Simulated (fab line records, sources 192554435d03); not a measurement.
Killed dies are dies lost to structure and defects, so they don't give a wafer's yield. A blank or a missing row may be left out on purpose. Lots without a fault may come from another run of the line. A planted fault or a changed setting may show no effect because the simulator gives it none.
Which tool did it? | flow n5_finfet | 10 lots, 30 wafers sampled, at 5 steps of a route of 1938

WHAT THE GAUGES READ, wafer by wafer
The record holds no reading of a measuring or inspecting step that can be judged against a usual standard deviation.

WHICH TOOL RAN EACH LOT (tool, then ch and the chambers of the sampled wafers, then the start)
lot  | N5_BEOL_M8_HM_DEP_02         | N5_BEOL_M8_DESCUM_33               | N5_BEOL_M8_ETCH_65                 | N5_BEOL_M8_STRIP_36                | N5_PASSIVATION_PROBE_49
L847 | pvd_sputter-01, day 9 02:38  | rie_diel-03 ch 0,1,2, day 9 06:15  | rie_diel-03 ch 0,1,2, day 9 06:19  | rie_diel-03 ch 0,1,2, day 9 06:29  | -
L849 | pvd_sputter-02, day 9 14:50  | rie_diel-03 ch 1,3, day 9 16:34    | rie_diel-03 ch 1,3, day 9 16:38    | rie_diel-03 ch 1,3, day 9 16:49    | -
L850 | pvd_sputter-02, day 10 05:31 | rie_diel-04 ch 0,2,3, day 10 07:20 | rie_diel-04 ch 0,2,3, day 10 07:23 | rie_diel-04 ch 0,2,3, day 10 07:34 | -
L857 | pvd_sputter-02, day 12 08:17 | rie_diel-03 ch 0,3, day 12 11:07   | rie_diel-03 ch 0,3, day 12 11:10   | rie_diel-03 ch 0,3, day 12 11:21   | -
L860 | pvd_sputter-01, day 12 11:14 | rie_diel-03 ch 0,1,2, day 12 13:00 | rie_diel-03 ch 0,1,2, day 12 13:03 | rie_diel-03 ch 0,1,2, day 12 13:14 | prober-02, day 15 18:46
L864 | pvd_sputter-03, day 13 12:25 | rie_diel-04 ch 1,2,3, day 13 14:42 | rie_diel-04 ch 1,2,3, day 13 14:45 | rie_diel-04 ch 1,2,3, day 13 14:56 | -
L865 | pvd_sputter-02, day 14 04:43 | rie_diel-06 ch 0,1,2, day 14 09:16 | rie_diel-06 ch 0,1,2, day 14 09:19 | rie_diel-06 ch 0,1,2, day 14 09:30 | -
L868 | pvd_sputter-02, day 14 13:24 | rie_diel-06 ch 0,2,3, day 14 16:04 | rie_diel-06 ch 0,2,3, day 14 16:07 | rie_diel-06 ch 0,2,3, day 14 16:17 | -
L866 | pvd_sputter-03, day 14 17:07 | rie_diel-06 ch 0,1,3, day 14 19:38 | rie_diel-06 ch 0,1,3, day 14 19:41 | rie_diel-06 ch 0,1,3, day 14 19:52 | -
L869 | pvd_sputter-03, day 15 04:49 | rie_diel-04 ch 2,3, day 15 07:50   | rie_diel-04 ch 2,3, day 15 07:53   | rie_diel-04 ch 2,3, day 15 08:04   | -
- N5_BEOL_M8_HM_DEP_02: deposits TiN, target thk 20 nm.
- N5_BEOL_M8_DESCUM_33: chemistry O2, time 7 s.
- N5_BEOL_M8_ETCH_65: etches SiARC in CF4, target depth 15.6 nm, time 26 s.
- N5_BEOL_M8_STRIP_36: strips in N2/H2.
- N5_PASSIVATION_PROBE_49

WHAT THE TOOLS THEMSELVES READ (means of the sampled wafers that have a number; where no wafer has one, the mark that the record gives instead)
N5_BEOL_M8_HM_DEP_02.
lot  | tool           | susceptor_temp_C (C) | throttle_valve_pct (%)
L847 | pvd_sputter-01 | 25.05                | 29.9
L849 | pvd_sputter-02 | 24.97                | 30.7
L850 | pvd_sputter-02 | 25.00                | 30.3
L857 | pvd_sputter-02 | 25.08                | 30.7
L860 | pvd_sputter-01 | 24.91                | 29.9
L864 | pvd_sputter-03 | 25.01                | 29.7
L865 | pvd_sputter-02 | 25.10                | 31.0
L868 | pvd_sputter-02 | 24.88                | 30.7
L866 | pvd_sputter-03 | 24.93                | 31.1
L869 | pvd_sputter-03 | 25.14                | 30.3

N5_BEOL_M8_DESCUM_33.
lot  | tool        | drypump_motor_current_A (A) | o2_flow_sccm (sccm) | oes_product_au (a.u.) | rf_vpp_V (V) | showerhead_plenum_p_Torr (Torr) | throttle_valve_pct (%)
L847 | rie_diel-03 | 5.4                         | 225.0               | 0.82                  | 241.3        | 2.06                            | 20.48
L849 | rie_diel-03 | 6.5                         | 225.6               | 0.83                  | 244.0        | 2.14                            | 20.28
L850 | rie_diel-04 | 5.7                         | 224.8               | 0.76                  | 242.2        | 2.03                            | 20.58
L857 | rie_diel-03 | 6.0                         | 225.8               | 0.85                  | 244.7        | 2.19                            | 20.33
L860 | rie_diel-03 | 5.4                         | 224.7               | 0.88                  | 243.6        | 2.14                            | 20.40
L864 | rie_diel-04 | 5.8                         | 225.0               | 0.85                  | 242.2        | 2.04                            | 20.45
L865 | rie_diel-06 | 5.2                         | 225.3               | 0.84                  | 243.2        | 2.07                            | 20.38
L868 | rie_diel-06 | 5.8                         | 224.9               | 0.86                  | 243.1        | 2.09                            | 20.43
L866 | rie_diel-06 | 5.6                         | 225.2               | 0.81                  | 241.7        | 2.02                            | 20.48
L869 | rie_diel-04 | 5.8                         | 224.8               | 0.86                  | 242.4        | 2.03                            | 20.40

N5_BEOL_M8_ETCH_65.
lot  | tool        | cf4_flow_sccm (sccm) | drypump_motor_current_A (A) | etch_rf_on_time_s (s) | oes_product_au (a.u.) | rf_vpp_V (V) | showerhead_plenum_p_Torr (Torr) | throttle_valve_pct (%)
L847 | rie_diel-03 | 99.8                 | 5.5                         | 25.5                  | 0.70                  | 184.4        | 2.10                            | 15.60
L849 | rie_diel-03 | 100.1                | 6.5                         | 25.5                  | 0.70                  | 184.8        | 2.19                            | 15.52
L850 | rie_diel-04 | 100.2                | 5.7                         | 25.6                  | 0.65                  | 183.8        | 2.09                            | 15.81
L857 | rie_diel-03 | 100.0                | 6.0                         | 31.9                  | 0.66                  | 184.0        | 2.23                            | 15.49
L860 | rie_diel-03 | 99.8                 | 5.5                         | 32.4                  | 0.70                  | 184.4        | 2.18                            | 15.48
L864 | rie_diel-04 | 100.2                | 5.9                         | 24.9                  | 0.73                  | 183.0        | 2.09                            | 15.60
L865 | rie_diel-06 | 100.0                | 5.1                         | 26.2                  | 0.70                  | 183.8        | 2.14                            | 15.62
L868 | rie_diel-06 | 99.9                 | 5.7                         | 26.4                  | 0.72                  | 183.7        | 2.15                            | 15.59
L866 | rie_diel-06 | 99.8                 | 5.5                         | 26.3                  | 0.69                  | 183.7        | 2.08                            | 15.67
L869 | rie_diel-04 | 100.2                | 5.8                         | 25.7                  | 0.73                  | 183.7        | 2.10                            | 15.64

N5_BEOL_M8_STRIP_36.
lot  | tool        | drypump_motor_current_A (A) | oes_product_au (a.u.) | rf_vpp_V (V) | showerhead_plenum_p_Torr (Torr) | throttle_valve_pct (%)
L847 | rie_diel-03 | 5.5                         | 0.82                  | 61.0         | 2.50                            | 23.82
L849 | rie_diel-03 | 6.5                         | 0.83                  | 58.0         | 2.59                            | 23.53
L850 | rie_diel-04 | 5.6                         | 0.75                  | 58.4         | 2.46                            | 23.81
L857 | rie_diel-03 | 6.0                         | 0.85                  | 59.2         | 2.64                            | 23.39
L860 | rie_diel-03 | 5.5                         | 0.89                  | 58.0         | 2.60                            | 23.75
L864 | rie_diel-04 | 5.9                         | 0.84                  | 60.1         | 2.46                            | 23.60
L865 | rie_diel-06 | 5.2                         | 0.83                  | 60.3         | 2.54                            | 23.87
L868 | rie_diel-06 | 5.8                         | 0.86                  | 59.6         | 2.54                            | 23.82
L866 | rie_diel-06 | 5.5                         | 0.80                  | 59.5         | 2.45                            | 23.81
L869 | rie_diel-04 | 5.7                         | 0.85                  | 59.7         | 2.47                            | 23.67

N5_PASSIVATION_PROBE_49.
lot  | tool      | defect_limited_yield (%) | killed_at_M0_to_M3 | killed_at_M4_up | killed_at_contacts | killed_at_front_end | killed_at_other | killed_dies | killed_open | killed_short | sort_bin_5_function (%) | sort_bin_6_memory (%) | sort_n_pass | sort_yield_pct (%)
L860 | prober-02 | 89.3                     | 36                 | 16              | 22                 | 48                  | 4.0             | 126         | 82          | 37           | 6.1                     | 4.4                   | 1054        | 89.3

THE ANSWER, worked out from the rows above alone
Rule: what is usual is taken from the lots themselves. Put in order of their means at a reading, lots are off if they are a third of the lots or fewer, leave a main group of 4 or more, and stand apart from it by a gap of 3 or more times the standard deviation of the main group's means; of several such gaps the widest counts. A main group whose means are all the same, to the digits that the tables above print for the reading, isn't used. A lot without any number at a reading at which 4 lots or more have one is off too. The other lots that the step has rows for count as sound. The gauges are gone through in route order, then the tools' own readings, and for those a lot's mean is taken as printed above. The first step at which some lot is off is used, and at that step the reading that is off furthest; a lot without a number counts as furthest.
Off: L857, L860, at N5_BEOL_M8_ETCH_65 (etch_rf_on_time_s). The main group: mean 25.8 s, standard deviation 0.47.
A tool fits if, at that step or a process step before it, it ran every lot that is off, and no sound lot after the first of them. One fits: rie_diel-03 at N5_BEOL_M8_DESCUM_33 and N5_BEOL_M8_ETCH_65. At N5_BEOL_M8_DESCUM_33 its last sound lot is L849 (day 9 16:34), its first lot that is off L857 (day 12 11:07): a fault that began between those two fits.

WHAT THE SIMULATOR HAD PUT IN
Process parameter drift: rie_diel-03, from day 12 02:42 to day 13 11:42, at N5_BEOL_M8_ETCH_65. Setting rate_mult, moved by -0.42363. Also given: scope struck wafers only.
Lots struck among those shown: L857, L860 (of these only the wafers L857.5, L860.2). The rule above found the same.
